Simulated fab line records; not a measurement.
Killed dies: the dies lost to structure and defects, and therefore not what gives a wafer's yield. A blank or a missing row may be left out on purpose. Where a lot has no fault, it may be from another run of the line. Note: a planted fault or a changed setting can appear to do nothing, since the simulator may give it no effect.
What tool caused it? + flow nand harc + 18 wafers from 6 lots sampled at 6 of the route's 1159 steps

WHAT THE GAUGES SHOWED, per wafer
NHARC_END_SORT_01.
| lot  | measured     | on        | killed at array |
|------|--------------|-----------|-----------------|
| L896 | day 23 17:59 | prober-01 | 15 23 9         |

WHAT TOOL EACH LOT RAN ON (gives the tool, then ch and the chambers of the sampled wafers, and finally the start)
| lot  | NHARC_A_CONTACT_ETCH_134             | NHARC_A_CONTACT_ETCH_136             | NHARC_A_CONTACT_ETCH_139             | NHARC_A_CONTACT_CVD_19        | NHARC_A_CONTACT_CMP_20        |
|------|--------------------------------------|--------------------------------------|--------------------------------------|-------------------------------|-------------------------------|
| L881 | har cap etch-01 ch 0,1, day 18 14:49 | har cap etch-01 ch 0,1, day 18 15:08 | har cap etch-01 ch 0,1, day 18 15:30 | cvd w-01 ch 0,1, day 18 17:25 | cmp-04 ch 0,3, day 18 19:17   |
| L885 | har cap etch-03 ch 0,1, day 19 10:01 | har cap etch-03 ch 0,1, day 19 10:19 | har cap etch-03 ch 0,1, day 19 10:43 | cvd w-01 ch 0,1, day 19 12:38 | cmp-03 ch 0,3, day 19 15:08   |
| L893 | har cap etch-02 ch 0,1, day 20 16:02 | har cap etch-02 ch 0,1, day 20 16:19 | har cap etch-02 ch 0,1, day 20 16:43 | cvd w-01 ch 0,1, day 20 18:50 | cmp-03 ch 0,1,2, day 20 19:24 |
| L896 | har cap etch-02 ch 0,1, day 21 09:45 | har cap etch-02 ch 0,1, day 21 10:03 | har cap etch-02 ch 0,1, day 21 10:27 | cvd w-02 ch 0,1, day 21 19:54 | cmp-01 ch 1,2, day 21 20:32   |
| L897 | har cap etch-03 ch 0,1, day 22 03:16 | har cap etch-03 ch 0,1, day 22 03:35 | har cap etch-03 ch 0,1, day 22 03:57 | cvd w-01 ch 0,1, day 22 09:52 | cmp-01 ch 0,2,3, day 22 10:37 |
| L898 | har cap etch-03 ch 0, day 22 13:23   | har cap etch-03 ch 0, day 22 13:43   | har cap etch-03 ch 0, day 22 14:05   | cvd w-01 ch 0,1, day 22 21:56 | cmp-03 ch 1,2,3, day 22 22:41 |
- NHARC_A_CONTACT_ETCH_134: etches the open film in C4F8/O2/Ar, time 140 s, target depth 700 nm.
- NHARC_A_CONTACT_ETCH_136: etches the open film in C4F8/O2/Ar, time 132 s, target depth 1287 nm.
- NHARC_A_CONTACT_ETCH_139: etches the open film in C4F8/O2/Ar, time 137 s, target depth 590 nm.
- NHARC_A_CONTACT_CVD_19: deposits W, target thk 300 nm, time 802 s.
- NHARC_A_CONTACT_CMP_20: polishes, t overpolish 30 s, target thk 300 nm.

THE ANSWER, worked out from the rows above alone
Rule: usual is defined by the lots themselves. The widest of any qualifying gaps counts: lots, ordered by their means at a reading, are off when they make up no more than a third of the lots, leave a main group of 4 or more, and stand apart from it by 3 or more times the standard deviation of that group's means. If all means in a main group match to the digits the tables above print for the reading, that group is not used. A lot without any number at a reading at which 4 lots or more have one is off too. Any other lot the step has rows for is counted as sound.
No lot is off on any of the readings shown, so nothing can be concluded from this.

WHAT WAS PUT IN BY THE SIMULATOR
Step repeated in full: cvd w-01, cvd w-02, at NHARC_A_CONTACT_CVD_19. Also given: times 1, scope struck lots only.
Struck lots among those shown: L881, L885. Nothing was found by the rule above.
